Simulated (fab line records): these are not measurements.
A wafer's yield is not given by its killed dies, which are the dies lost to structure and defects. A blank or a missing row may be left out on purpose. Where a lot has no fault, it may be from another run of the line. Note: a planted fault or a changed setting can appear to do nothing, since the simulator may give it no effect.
Which of the tools did it?	flow nand_harc	36 wafers from 12 lots sampled at 6 of the route's 1302 steps

== WHAT THE GAUGES READ, wafer by wafer ==
NHARC_P_M2_THK_MEAS_24: measures by xrf.
lot	measured	on	thk_nm (nm)
L075	day 7 02:56	film_metro-01	141.9 144.1 143.5
L077	day 7 20:58	film_metro-01	148.4 141.4 144.3
L080	day 8 21:25	film_metro-02	140.9 145.9 144.3
L081	day 9 15:22	film_metro-01	144.2 141.6 147.0
L083	day 10 10:17	film_metro-02	142.3 144.1 145.0
L085	day 11 04:13	film_metro-01	146.3 141.1 144.3
L087	day 11 21:56	film_metro-01	147.8 142.9 144.3
L089	day 12 19:19	film_metro-02	145.6 142.3 144.1
L091	day 14 03:30	film_metro-01	140.2 143.2 144.0
L094	day 14 14:25	film_metro-01	143.3 143.0 141.8
L095	day 15 03:01	film_metro-01	142.2 145.5 143.3
L096	day 15 19:50	film_metro-02	144.1 144.8 142.7

== EACH LOT AND THE TOOL THAT RAN IT (in order: tool; ch and the chambers of the sampled wafers; start) ==
lot	NHARC_P_CONTACT_CVD_23	NHARC_P_M0_DEGAS_28	NHARC_P_M0_PVD_20	NHARC_P_M0_ANNEAL_30	NHARC_P_M1_DEP_33
L075	cvd_w-01 ch 0,1, day 6 16:49 or earlier	pvd_sputter-02, day 6 16:49	pvd_sputter-02, day 6 17:33 or earlier	rtp_anneal-01 ch 0, day 6 17:33	pecvd-01 ch 0,2, day 6 23:05
L077	cvd_w-01 ch 0,1, day 7 11:30 or earlier	pvd_sputter-02, day 7 11:30	pvd_sputter-02, day 7 12:14 or earlier	rtp_anneal-01 ch 0, day 7 12:14	pecvd-04 ch 0,2, day 7 17:19
L080	cvd_w-02 ch 0,1, day 8 11:43 or earlier	pvd_sputter-02, day 8 11:43	pvd_sputter-02, day 8 12:34 or earlier	rtp_anneal-02 ch 0, day 8 12:34	pecvd-01 ch 0,1, day 8 17:38
L081	cvd_w-02 ch 0,1, day 9 05:38 or earlier	pvd_sputter-01, day 9 05:38	pvd_sputter-01, day 9 06:22 or earlier	rtp_anneal-01 ch 0, day 9 06:22	pecvd-03 ch 0,2, day 9 11:32
L083	cvd_w-01 ch 0, day 10 00:27 or earlier	pvd_sputter-01, day 10 00:27	pvd_sputter-01, day 10 01:11 or earlier	rtp_anneal-02 ch 0, day 10 01:11	pecvd-03 ch 1,2, day 10 06:19
L085	cvd_w-02 ch 0,1, day 10 18:39 or earlier	pvd_sputter-02, day 10 18:39	pvd_sputter-02, day 10 19:26 or earlier	rtp_anneal-02 ch 0, day 10 19:26	pecvd-04 ch 0,2, day 11 00:28
L087	cvd_w-02 ch 0,1, day 11 12:10 or earlier	pvd_sputter-03, day 11 12:10	pvd_sputter-03, day 11 13:01 or earlier	rtp_anneal-02 ch 0, day 11 13:01	pecvd-03 ch 0,2, day 11 18:07
L089	cvd_w-01 ch 0,1, day 12 09:00 or earlier	pvd_sputter-01, day 12 09:00	pvd_sputter-01, day 12 09:44 or earlier	rtp_anneal-01 ch 0, day 12 09:44	pecvd-01 ch 0,1, day 12 15:17
L091	cvd_w-01 ch 0,1, day 13 17:43 or earlier	pvd_sputter-03, day 13 17:43	pvd_sputter-03, day 13 18:27 or earlier	rtp_anneal-02 ch 0, day 13 18:27	pecvd-04 ch 1,2, day 13 23:39
L094	cvd_w-01 ch 0,1, day 14 04:45 or earlier	pvd_sputter-03, day 14 04:45	pvd_sputter-03, day 14 05:35 or earlier	rtp_anneal-02 ch 0, day 14 05:35	pecvd-03 ch 0,1,2, day 14 10:41
L095	cvd_w-02 ch 1, day 14 17:18 or earlier	pvd_sputter-01, day 14 17:18	pvd_sputter-01, day 14 18:05 or earlier	rtp_anneal-01 ch 0, day 14 18:05	pecvd-04 ch 0,1,2, day 14 23:22
L096	cvd_w-01 ch 0,1, day 15 09:41 or earlier	pvd_sputter-03, day 15 09:41	pvd_sputter-03, day 15 10:25 or earlier	rtp_anneal-02 ch 0, day 15 10:25	pecvd-04 ch 1,2, day 15 15:43
- NHARC_P_CONTACT_CVD_23: deposits W, target thk 200 nm, time 557 s.
- NHARC_P_M0_DEGAS_28: time 60 s.
- NHARC_P_M0_PVD_20: deposits TaN, target thk 5 nm, time 8.06 s.
- NHARC_P_M0_ANNEAL_30: time 90 s.
- NHARC_P_M1_DEP_33: deposits SiCN, target thk 30 nm.

== THE ANSWER, worked out from the rows above alone ==
Rule: the lots themselves supply what counts as usual. Put in order of their means at a reading, lots are off if they are a third of the lots or fewer, leave a main group of 4 or more, and stand apart from it by a gap of 3 or more times the standard deviation of the main group's means; of several such gaps the widest counts. Not used: any main group whose means are identical at the precision the tables above print for the reading. A lot without any number at a reading at which 4 lots or more have one is off too. All remaining lots with rows at the step are treated as sound.
Across all readings shown, no lot is off: no conclusion can be drawn from this.

== WHAT WAS PUT IN BY THE SIMULATOR ==
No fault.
